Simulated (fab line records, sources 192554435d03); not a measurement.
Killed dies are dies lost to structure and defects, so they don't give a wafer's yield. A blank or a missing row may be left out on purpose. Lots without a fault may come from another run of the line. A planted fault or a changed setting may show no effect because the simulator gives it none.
fab line records | flow n5_finfet
record lots=7 wafers=21
route steps=1938 shown BEOL_M2@846 BEOL_M3@950 BEOL_M4@1047 BEOL_M5@1118 BEOL_M6@1201
start_h: hours from the record's first day to the start of the lot's first wafer shown | wait_h: hours since the lot's step before | " the same as in the row above | L1.1+2: a row that stands for several wafers | - no value, or no start given | * or withheld: withheld | < > ~ a bound
route shown NAME@n: a module of which the file shows steps, and the number in the route of the first | usual: mean/standard deviation of fault-free wafers | same: alike in all rows | chamber/n: place in a boat | sites: the reading at each site | _std_site: their standard deviation | _edge_site: outer sites' mean less inner sites' | radius_mm: how far each site lies from the wafer's centre | mask NAME#n: copy n | behind: the tool/chamber that last shaped the wafer | hold: why the lot was held/for how many hours/how that ended | device: the transistor (n, p or np) that didn't switch | end of line: the same wafers' tests at the end of the route | a step without rows: its recipe alone | killed: dies lost to structure and defects at the first sort, not the wafer's yield | map: a wafer's dies, x killed, . not, _ none there
set.NAME: the setting as run; set.NAME@STEP: as run at that earlier step | model.NAME: the simulator's own value behind a step, which no gauge read
lots whose settings were changed on purpose; a table a step, a row a wafer
## steps
# step N5_BEOL_M2_COAT_62
# recipe resist=SiARC temp_c=220 time_s=60 spin_rpm=1500 resist_thk_nm=12
# columns lot.wafer tool chamber start_h wait_h set.spin_rpm model.SiARC_of_BEOL_M2_COAT_62.thk_nm
L074.1+5 litho_track-05 0 - - 1580 11.6
L074.4 " 0 " " 1500 12
L078.3 litho_track-05 0 - - 1500 12.2
L078.4 " 0 " " 1500 12
L078.6 " 0 " " 1360 12.6
L082.3 litho_track-03 0 - - 1500 12
L082.4+5 " 0 " " 1613 11.6
L086.2+5 litho_track-04 0 - - 1500 12
L086.4 " 0 " " 1440 12.2
L087.4 litho_track-03 0 - - 1635 11.4
L087.5+6 " 0 " " 1500 12
L093.1+3+5 litho_track-05 0 - - 1500 12
L095.3 litho_track-03 0 - - 1500 12
L095.5+6 " 0 " " 1543 11.8
# step N5_BEOL_M2_COAT_73
# recipe resist=underlayer temp_c=205 time_s=60 spin_rpm=1500 resist_thk_nm=5
# step N5_BEOL_M2_COAT_05
# recipe resist=CAR-EUV spin_rpm=1500 resist_thk_nm=30
# step N5_BEOL_M2_DESCUM_16
# recipe chemistry=O2 time_s=7 source_power_w=50 bias_power_w=20 pressure_mtorr=20 rf_frequency_hz=2.712e+07 temp_c=40 resist=CAR-EUV o2_flow_sccm=225
# step N5_BEOL_M2_ETCH_74
# recipe chemistry=N2/H2 target=underlayer target_depth_a=65 mask_material=CAR-EUV time_s=5.2 ion_energy_ev=200 pressure_mtorr=30 source_w=840 bias_w=150 n2_flow_sccm=200 h2_flow_sccm=200 ends=cleared
# step N5_BEOL_M2_ETCH_63
# recipe chemistry=CF4 target=SiARC target_depth_a=156 mask_material=CAR-EUV time_s=26 ion_energy_ev=80 pressure_mtorr=40 source_w=545 bias_w=36 Ar_flow_sccm=100 cf4_flow_sccm=100 ends=cleared
# columns lot.wafer tool chamber start_h wait_h set.spin_rpm@BEOL_M2_COAT_62 model.etch.depth_nm
L074.1+5 rie_diel-04 3,0 136.88 0.0 1580 11.66
L074.4 " 2 " " 1500 12.02
L078.3 rie_diel-04 3 157.86 0.0 1500 12.12
L078.4 " 1 " " 1500 12.1
L078.6 " 2 " " 1360 12.67
L082.3 rie_diel-06 3 184.03 0.0 1500 12.03
L082.4+5 " 0 " " 1613 11.6
L086.2 rie_diel-06 1 209.95 0.0 1500 12.05
L086.4 " 2 " " 1440 12.29
L086.5 " 2 " " 1500 12.01
L087.4 rie_diel-06 1 211.26 0.0 1635 11.49
L087.5 " 2 " " 1500 12.01
L087.6 " 3 " " 1500 12.02
L093.1 rie_diel-06 0 252.60 0.0 1500 12.04
L093.3 " 1 " " 1500 12.03
L093.5 " 1 " " 1500 12.01
L095.3 rie_diel-06 3 257.82 0.0 1500 12.03
L095.5 " 3 " " 1543 11.89
L095.6 " 2 " " 1543 11.83
# step N5_BEOL_M3_ETCH_64
# recipe chemistry=N2/H2 target=SOC target_depth_a=750 overetch_a=150 mask_material=SiARC temp_c=40 time_s=112.5 ion_energy_ev=200 pressure_mtorr=30 source_w=840 bias_w=150 n2_flow_sccm=200 h2_flow_sccm=200
# columns lot.wafer tool chamber start_h wait_h set.time_s model.SiARC_of_BEOL_M3_COAT_62.thk_nm
L074.1 rie_diel-05 2 151.60 0.0 100.6 7.4
L074.4 " 1 " " 100.6 7.2
L074.5 " 2 " " 112.5 7
L078.3 rie_diel-03 0 164.89 0.0 136.1 5.6
L078.4+6 " 3,1 " " 112.5 6.8
L082.3+4 rie_diel-02 0 192.64 0.0 112.5 6.6
L082.5 " 2 " " 112.5 6.8
L086.2 rie_diel-05 3 217.77 0.0 112.5 7.2
L086.4 " 1 " " 112.5 6.6
L086.5 " 0 " " 112.5 6.8
L087.4+5 rie_diel-05 2,3 223.75 0.0 88.05 8.2
L087.6 " 0 " " 112.5 6.8
L093.1+5 rie_diel-02 0,2 265.33 0.0 112.5 6.8
L093.3 " 1 " " 112.5 7
L095.3+6 rie_diel-05 2,0 268.83 0.0 112.5 6.8
L095.5 " 3 " " 112.5 7.2
# step N5_BEOL_M3_COAT_22
# recipe resist=CAR-EUV spin_rpm=1500 resist_thk_nm=30
# columns lot.wafer tool chamber start_h wait_h set.spin_rpm model.CAR-EUV_of_BEOL_M3_COAT_22.thk_nm
L074.1+4 litho_track-02 0 - - 1500 30
L074.5 " 0 " " 1618 29
L078.3+6 litho_track-01 0 - - 1500 30.2
L078.4 " 0 " " 1436 30.8
L082.3+4+5 litho_track-03 0 - - 1500 30
L086.2+4 litho_track-02 0 - - 1500 30.2
L086.5 " 0 " " 1500 30
L087.4+5+6 litho_track-02 0 - - 1500 30.2
L093.1+3 litho_track-01 0 - - 1500 29.8
L093.5 " 0 " " 1500 30
L095.3 litho_track-02 0 - - 1500 30.2
L095.5 " 0 " " 1587 29.2
L095.6 " 0 " " 1500 30
# step N5_BEOL_M3_SPUTTER_90
# recipe material=Cu target_thk_a=45 temp_c=-20 chamber_pressure_pa=0.07 power_w=withheld time_s=8.29
# columns lot.wafer tool chamber start_h wait_h set.time_s model.Cu_of_BEOL_M3_SPUTTER_90.thk_nm
L074.1+5 pvd_sputter-02 - 156.23 0.1 8.29 4.6
L074.4 " - " " 7.293 -
L078.3+4 pvd_sputter-02 - 171.52 0.1 7.955 4.4
L078.6 " - " " 8.29 4.6
L082.3+5 pvd_sputter-02 - 206.10 0.1 7.803 -
L082.4 " - " " 8.29 4.4
L086.2+4 pvd_sputter-03 - 224.54 0.1 7.122 3.8
L086.5 " - " " 7.122 -
L087.4 pvd_sputter-02 - 234.56 0.1 8.773 -
L087.5 " - " " 8.773 4.6
L087.6 " - " " 8.29 4.4
L093.1+5 pvd_sputter-03 - 270.84 0.1 8.29 4.6
L093.3 " - " " 8.29 4.8
L095.3 pvd_sputter-01 - 280.66 0.1 9.306 5
L095.5+6 " - " " 8.29 4.6
# step N5_BEOL_M4_COAT_67
# recipe resist=SOC temp_c=250 time_s=60 spin_rpm=1500 resist_thk_nm=60
# columns lot.wafer tool chamber start_h wait_h set.spin_rpm model.SOC_of_BEOL_M4_COAT_67.thk_nm
L074.1 litho_track-04 0 159.70 0.0 1415 61.8
L074.4 " 0 " " 1500 60
L074.5 " 0 " " 1500 59.8
L078.3+6 litho_track-01 0 177.04 0.0 1646 57.2
L078.4 " 0 " " 1500 60.2
L082.3+5 litho_track-01 0 209.87 0.0 1500 60
L082.4 " 0 " " 1500 60.2
L086.2+5 litho_track-05 0 228.16 0.0 1500 60
L086.4 " 0 " " 1500 59.8
L087.4+5+6 litho_track-01 0 238.55 0.0 1577 58.4
L093.1+3 litho_track-01 0 275.92 0.0 1500 60
L093.5 " 0 " " 1500 59.8
L095.3+5+6 litho_track-05 0 285.94 0.0 1552 59
# step N5_BEOL_M4_COAT_22
# recipe resist=CAR-EUV spin_rpm=1500 resist_thk_nm=30
# columns lot.wafer tool chamber start_h wait_h set.spin_rpm model.CAR-EUV_of_BEOL_M4_COAT_22.thk_nm
L074.1+5 litho_track-04 0 - - 1500 30
L074.4 " 0 " " 1557 29.4
L078.3+4+6 litho_track-01 0 - - 1500 30.2
L082.3+4 litho_track-01 0 - - 1334 31.8
L082.5 " 0 " " 1500 30
L086.2+4+5 litho_track-05 0 - - 1500 30
L087.4 litho_track-01 0 - - 1500 30.2
L087.5 " 0 " " 1579 29.2
L087.6 " 0 " " 1500 30
L093.1+3+5 litho_track-01 0 - - 1500 30
L095.3+6 litho_track-05 0 - - 1500 29.8
L095.5 " 0 " " 1500 30
# step N5_BEOL_M4_EBR_24
# recipe solvent=PGMEA ebr_width_mm=1.5
# step N5_BEOL_M4_SOFTBAKE_23
# recipe temp_c=110 time_s=60 resist=CAR-EUV
# step N5_BEOL_M4_DESCUM_33
# recipe chemistry=O2 time_s=7 source_power_w=50 bias_power_w=20 pressure_mtorr=20 rf_frequency_hz=2.712e+07 temp_c=40 resist=CAR-EUV o2_flow_sccm=225
# columns lot.wafer tool chamber start_h wait_h set.spin_rpm@BEOL_M4_COAT_22 model.CAR-EUV_of_BEOL_M4_COAT_22.thk_nm
L074.1 rie_diel-04 0 160.10 0.0 1500 26
L074.4 " 3 " " 1557 25.4
L074.5 " 1 " " 1500 26.2
L078.3+4+6 rie_diel-01 0,2,1 177.69 0.1 1500 26.2
L082.3 rie_diel-04 3 210.44 0.0 1334 27.8
L082.4 " 0 " " 1334 28
L082.5 " 2 " " 1500 26.2
L086.2+4 rie_diel-06 3,0 228.70 0.0 1500 26
L086.5 " 2 " " 1500 26.2
L087.4 rie_diel-04 1 238.98 0.1 1500 26.2
L087.5 " 2 " " 1579 25.4
L087.6 " 0 " " 1500 26
L093.1+3+5 rie_diel-06 1,3,2 276.44 0.1 1500 26
L095.3 rie_diel-04 3 286.47 0.0 1500 25.8
L095.5+6 " 3,2 " " 1500 26
# step N5_BEOL_M4_ETCH_77
# recipe chemistry=N2/H2 target=underlayer target_depth_a=65 mask_material=CAR-EUV time_s=5.2 ion_energy_ev=200 pressure_mtorr=30 source_w=840 bias_w=150 n2_flow_sccm=200 h2_flow_sccm=200 ends=cleared
# step N5_BEOL_M4_ETCH_69
# recipe chemistry=CF4 target=SiARC target_depth_a=156 mask_material=CAR-EUV time_s=26 ion_energy_ev=80 pressure_mtorr=40 source_w=545 bias_w=36 Ar_flow_sccm=100 cf4_flow_sccm=100 ends=cleared
# step N5_BEOL_M4_ALD_98
# recipe material=SiO2 target_thk_a=25 temp_c=100 ald_precursor_family=BDEAS ald_co_reactant=O2-plasma pulse_time_s=1 co_reactant_pulse_time_s=1 purge_time_s=2 co_reactant_purge_time_s=2 ald_cycles=17 pressure_torr=2
# step N5_BEOL_M4_ETCHBACK_99
# recipe chemistry=CHF3 target=SiO2 target_depth_a=50 time_s=10.4 source_w=215 bias_w=47 Ar_flow_sccm=200 CHF3_flow_sccm=12 ion_energy_ev=100 pressure_mtorr=30
# step N5_BEOL_M4_ETCH_70
# recipe chemistry=N2/H2 target=SOC target_depth_a=800 overetch_a=240 mask_material=SiARC temp_c=40 time_s=130 ion_energy_ev=200 pressure_mtorr=30 source_w=840 bias_w=150 n2_flow_sccm=200 h2_flow_sccm=200
# columns lot.wafer tool chamber start_h wait_h set.spin_rpm@BEOL_M4_COAT_67 model.etch.depth_nm
L074.1 rie_diel-04 1 161.94 0.0 1415 61.77
L074.4 " 2 " " 1500 60
L074.5 " 1 " " 1500 59.82
L078.3 rie_diel-01 2 183.21 0.0 1646 57.27
L078.4 " 0 " " 1500 60.12
L078.6 " 1 " " 1646 57.29
L082.3 rie_diel-01 0 216.05 0.0 1500 60.08
L082.4 " 1 " " 1500 60.13
L082.5 " 0 " " 1500 59.91
L086.2 rie_diel-04 0 239.61 0.0 1500 59.94
L086.4 " 1 " " 1500 59.87
L086.5 " 2 " " 1500 60.02
L087.4 rie_diel-06 2 243.16 0.0 1577 58.4
L087.5 " 1 " " 1577 58.41
L087.6 " 2 " " 1577 58.35
L093.1 rie_diel-06 0 281.56 0.0 1500 59.93
L093.3 " 3 " " 1500 59.97
L093.5 " 1 " " 1500 59.85
L095.3 rie_diel-04 3 287.16 0.0 1552 59.08
L095.5 " 2 " " 1552 59
L095.6 " 3 " " 1552 58.97
# step N5_BEOL_M4_STRIP_71
# recipe chemistry=N2/H2 temp_c=40 n2_flow_sccm=200 h2_flow_sccm=200 rf_frequency_hz=6e+07
# step N5_BEOL_M4_STRIP_78
# recipe chemistry=N2/H2 temp_c=40 n2_flow_sccm=200 h2_flow_sccm=200 rf_frequency_hz=6e+07
# step N5_BEOL_M4_VIA_ETCH_34
# recipe chemistry=C4F6/O2 target_depth_a=694 mask_material=SOC pressure_mtorr=15 ion_energy_ev=250 taper_deg=4 time_s=65.9 source_w=350 bias_w=170 Ar_flow_sccm=300 C4F6_flow_sccm=10 O2_flow_sccm=10
# columns lot.wafer tool chamber start_h wait_h set.spin_rpm@BEOL_M4_COAT_67 model.SOC_of_BEOL_M4_COAT_67.thk_nm
L074.1 rie_diel-04 1 162.05 0.0 1415 53.8
L074.4 " 2 " " 1500 52
L074.5 " 1 " " 1500 51.8
L078.3 rie_diel-01 2 183.32 0.0 1646 49.4
L078.4 " 0 " " 1500 52
L078.6 " 1 " " 1646 49.6
L082.3 rie_diel-01 0 216.15 0.0 1500 52
L082.4 " 1 " " 1500 52.4
L082.5 " 0 " " 1500 51.8
L086.2 rie_diel-04 0 239.72 0.0 1500 51.6
L086.4+5 " 1,2 " " 1500 52
L087.4+5+6 rie_diel-06 2,1,2 243.27 0.0 1577 50.2
L093.1+5 rie_diel-06 0,1 281.67 0.0 1500 51.6
L093.3 " 3 " " 1500 51.8
L095.3 rie_diel-04 3 287.27 0.0 1552 50.6
L095.5 " 2 " " 1552 51
L095.6 " 3 " " 1552 50.4
# step N5_BEOL_M5_COAT_60
# recipe resist=SiARC temp_c=220 time_s=60 spin_rpm=1500 resist_thk_nm=12
# columns lot.wafer tool chamber start_h wait_h set.spin_rpm model.SiARC_of_BEOL_M5_COAT_60.thk_nm
L074.1+5 litho_track-03 0 - - 1500 12
L074.4 " 0 " " 1663 11.4
L078.3+4+6 litho_track-02 0 - - 1500 12
L082.3 litho_track-02 0 - - 1500 12
L082.4+5 " 0 " " 1565 11.8
L086.2+4 litho_track-03 0 - - 1500 12
L086.5 " 0 " " 1656 11.4
L087.4 litho_track-03 0 - - 1500 12
L087.5+6 " 0 " " 1661 11.4
L093.1+3+5 litho_track-02 0 - - 1500 12
L095.3+5+6 litho_track-02 0 - - 1500 12
# step N5_BEOL_M5_COAT_71
# recipe resist=underlayer temp_c=205 time_s=60 spin_rpm=1500 resist_thk_nm=5
# step N5_BEOL_M5_COAT_05
# recipe resist=CAR-EUV spin_rpm=1500 resist_thk_nm=30
# step N5_BEOL_M5_DESCUM_16
# recipe chemistry=O2 time_s=7 source_power_w=50 bias_power_w=20 pressure_mtorr=20 rf_frequency_hz=2.712e+07 temp_c=40 resist=CAR-EUV o2_flow_sccm=225
# step N5_BEOL_M5_ETCH_72
# recipe chemistry=N2/H2 target=underlayer target_depth_a=65 mask_material=CAR-EUV time_s=5.2 ion_energy_ev=200 pressure_mtorr=30 source_w=840 bias_w=150 n2_flow_sccm=200 h2_flow_sccm=200 ends=cleared
# step N5_BEOL_M5_ETCH_61
# recipe chemistry=CF4 target=SiARC target_depth_a=156 mask_material=CAR-EUV time_s=26 ion_energy_ev=80 pressure_mtorr=40 source_w=545 bias_w=36 Ar_flow_sccm=100 cf4_flow_sccm=100 ends=cleared
# columns lot.wafer tool chamber start_h wait_h set.spin_rpm@BEOL_M5_COAT_60 model.etch.depth_nm
L074.1+5 rie_diel-02 0 169.63 0.0 1500 12.05
L074.4 " 1 " " 1663 11.44
L078.3 rie_diel-05 2 190.41 0.0 1500 12.07
L078.4 " 3 " " 1500 12.06
L078.6 " 2 " " 1500 12.03
L082.3 rie_diel-02 1 223.94 0.0 1500 12.01
L082.4 " 0 " " 1565 11.77
L082.5 " 0 " " 1565 11.76
L086.2 rie_diel-03 1 247.47 0.0 1500 12.01
L086.4 " 0 " " 1500 12
L086.5 " 1 " " 1656 11.42
L087.4 rie_diel-05 0 250.84 0.0 1500 12.03
L087.5 " 0 " " 1661 11.38
L087.6 " 1 " " 1661 11.39
L093.1 rie_diel-02 2 290.93 0.0 1500 11.95
L093.3 " 0 " " 1500 12.02
L093.5 " 2 " " 1500 12
L095.3+6 rie_diel-05 3,2 295.18 0.0 1500 12.04
L095.5 " 1 " " 1500 12.07
# step N5_BEOL_M6_COAT_05
# recipe resist=CAR-ArF spin_rpm=1500 resist_thk_nm=90
# columns lot.wafer tool chamber start_h wait_h set.spin_rpm model.CAR-ArF_of_BEOL_M6_COAT_05.thk_nm
L074.1+4 litho_track-01 0 - - 1500 90.4
L074.5 " 0 " " 1500 90.2
L078.3 litho_track-05 0 - - 1500 89.8
L078.4 " 0 " " 1343 95
L078.6 " 0 " " 1343 94.8
L082.3+5 litho_track-01 0 - - 1592 87.2
L082.4 " 0 " " 1500 89.8
L086.2+5 litho_track-05 0 - - 1500 90.4
L086.4 " 0 " " 1500 90.2
L087.4 litho_track-02 0 - - 1500 90.2
L087.5 " 0 " " 1407 93
L087.6 " 0 " " 1407 93.4
L093.1+3+5 litho_track-01 0 - - 1500 89.8
L095.3+5 litho_track-01 0 - - 1608 86.8
L095.6 " 0 " " 1500 90
# step N5_BEOL_M6_EXPOSE_08
# recipe mask_id=M6 na=1.35 source_shape=dipole sigma_inner=0.817 sigma_outer=0.97 polarization=te dose_mj=68.25
# columns lot.wafer tool chamber start_h wait_h mask set.dose_mj
L074.1+4 arfi_scanner-01 0 181.40 - M6#0 70.2
L074.5 " 0 " " M6#0 68.25
L078.3+6 arfi_scanner-03 0 202.95 - M6#0 65.34
L078.4 " 0 " " M6#0 68.25
L082.3+4+5 arfi_scanner-02 0 233.62 - M6#0 68.25
L086.2+4+5 arfi_scanner-01 0 258.91 - M6#0 68.25
L087.4+5 arfi_scanner-03 0 261.80 - M6#0 68.25
L087.6 " 0 " " M6#0 71.19
L093.1+3+5 arfi_scanner-02 0 305.01 - M6#0 68.25
L095.3+5+6 arfi_scanner-02 0 307.72 - M6#0 68.25
# step N5_BEOL_M6_PEB_09
# recipe peb_temp_c=withheld peb_time_s=60 resist=CAR-ArF
# step N5_BEOL_M6_DEVELOP_10
# recipe develop_time_s=30 developer=TMAH resist=CAR-ArF rinse_liquid=diw dry=air_spin dev_temp_c=23
# step N5_BEOL_M6_DESCUM_16
# recipe chemistry=O2 time_s=7.9 source_power_w=50 bias_power_w=20 pressure_mtorr=20 rf_frequency_hz=2.712e+07 temp_c=40 resist=CAR-ArF o2_flow_sccm=225
# step N5_BEOL_M6_ETCH_61
# recipe chemistry=CF4 target=SiARC target_depth_a=455 mask_material=CAR-ArF time_s=75.8 ion_energy_ev=80 pressure_mtorr=40 source_w=545 bias_w=36 Ar_flow_sccm=100 cf4_flow_sccm=100 ends=cleared
# columns lot.wafer tool chamber start_h wait_h set.spin_rpm@BEOL_M6_COAT_05 model.CAR-ArF_of_BEOL_M6_COAT_05.thk_nm
L074.1 rie_diel-04 1 181.65 0.0 1500 51.6
L074.4 " 3 " " 1500 51.2
L074.5 " 3 " " 1500 51
L078.3 rie_diel-06 1 203.21 0.0 1500 50.4
L078.4 " 0 " " 1343 55.8
L078.6 " 1 " " 1343 55.6
L082.3+5 rie_diel-01 3,2 233.86 0.0 1592 48.2
L082.4 " 2 " " 1500 51
L086.2 rie_diel-04 2 259.18 0.0 1500 51.4
L086.4 " 0 " " 1500 50.8
L086.5 " 3 " " 1500 51.2
L087.4 rie_diel-04 3 262.59 0.0 1500 50.8
L087.5 " 2 " " 1407 53.8
L087.6 " 0 " " 1407 54
L093.1+3+5 rie_diel-06 1,0,1 305.27 0.0 1500 50.6
L095.3 rie_diel-04 1 308.05 0.0 1608 47.4
L095.5 " 0 " " 1608 47.6
L095.6 " 1 " " 1500 50.8
# step N5_BEOL_M6_DESCUM_33
# recipe chemistry=O2 time_s=7 source_power_w=50 bias_power_w=20 pressure_mtorr=20 rf_frequency_hz=2.712e+07 temp_c=40 resist=CAR-EUV o2_flow_sccm=225
# columns lot.wafer tool chamber start_h wait_h set.time_s model.CAR-EUV_of_BEOL_M6_COAT_22.thk_nm
L074.1 rie_diel-01 2 182.71 0.0 6.386 26.4
L074.4+5 " 3,0 " " 7 26
L078.3+4+6 rie_diel-06 1,2,1 204.28 0.0 8.11 25.6
L082.3+4+5 rie_diel-06 1,0,2 237.33 0.1 7 26.2
L086.2 rie_diel-06 0 260.67 0.0 7 26.2
L086.4 " 2 " " 7.816 25.8
L086.5 " 3 " " 7.816 25.6
L087.4 rie_diel-04 3 263.87 0.0 7 26
L087.5 " 0 " " 8.21 25.6
L087.6 " 2 " " 7 26.2
L093.1 rie_diel-01 1 306.37 0.1 7 26
L093.3+5 " 2 " " 7 26.2
L095.3+5 rie_diel-01 0 309.17 0.0 8.547 25.2
L095.6 " 3 " " 7 26
## key
split step=N5_BEOL_M2_COAT_62 setting=spin_rpm stated=1500 by=wafer
response step=N5_BEOL_M2_COAT_62 reading=model.SiARC_of_BEOL_M2_COAT_62.thk_nm change=-0.0598 per=1% r=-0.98
response step=N5_BEOL_M2_ETCH_63 reading=model.etch.depth_nm change=-0.06 per=1% r=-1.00
split step=N5_BEOL_M3_ETCH_64 setting=time_s stated=112.5 by=wafer
response step=N5_BEOL_M3_ETCH_64 reading=model.SiARC_of_BEOL_M3_COAT_62.thk_nm change=-0.0574 per=1% r=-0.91
split step=N5_BEOL_M3_COAT_22 setting=spin_rpm stated=1500 by=wafer
response step=N5_BEOL_M3_COAT_22 reading=model.CAR-EUV_of_BEOL_M3_COAT_22.thk_nm change=-0.138 per=1% r=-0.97
split step=N5_BEOL_M3_SPUTTER_90 setting=time_s stated=8.29 by=wafer
response step=N5_BEOL_M3_SPUTTER_90 reading=model.Cu_of_BEOL_M3_SPUTTER_90.thk_nm change=+0.0343 per=1% r=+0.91
split step=N5_BEOL_M4_COAT_67 setting=spin_rpm stated=1500 by=wafer
response step=N5_BEOL_M4_COAT_67 reading=model.SOC_of_BEOL_M4_COAT_67.thk_nm change=-0.315 per=1% r=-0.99
response step=N5_BEOL_M4_ETCH_70 reading=model.etch.depth_nm change=-0.301 per=1% r=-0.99
response step=N5_BEOL_M4_VIA_ETCH_34 reading=model.SOC_of_BEOL_M4_COAT_67.thk_nm change=-0.277 per=1% r=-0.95
split step=N5_BEOL_M4_COAT_22 setting=spin_rpm stated=1500 by=wafer
response step=N5_BEOL_M4_COAT_22 reading=model.CAR-EUV_of_BEOL_M4_COAT_22.thk_nm change=-0.164 per=1% r=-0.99
response step=N5_BEOL_M4_DESCUM_33 reading=model.CAR-EUV_of_BEOL_M4_COAT_22.thk_nm change=-0.153 per=1% r=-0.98
split step=N5_BEOL_M5_COAT_60 setting=spin_rpm stated=1500 by=wafer
response step=N5_BEOL_M5_COAT_60 reading=model.SiARC_of_BEOL_M5_COAT_60.thk_nm change=-0.0557 per=1% r=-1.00
response step=N5_BEOL_M5_ETCH_61 reading=model.etch.depth_nm change=-0.0572 per=1% r=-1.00
split step=N5_BEOL_M6_COAT_05 setting=spin_rpm stated=1500 by=wafer
response step=N5_BEOL_M6_COAT_05 reading=model.CAR-ArF_of_BEOL_M6_COAT_05.thk_nm change=-0.467 per=1% r=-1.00
response step=N5_BEOL_M6_ETCH_61 reading=model.CAR-ArF_of_BEOL_M6_COAT_05.thk_nm change=-0.487 per=1% r=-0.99
split step=N5_BEOL_M6_EXPOSE_08 setting=dose_mj stated=68.25 by=wafer
response none clear
split step=N5_BEOL_M6_DESCUM_33 setting=time_s stated=7 by=wafer
response step=N5_BEOL_M6_DESCUM_33 reading=model.CAR-EUV_of_BEOL_M6_COAT_22.thk_nm change=-0.0357 per=1% r=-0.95
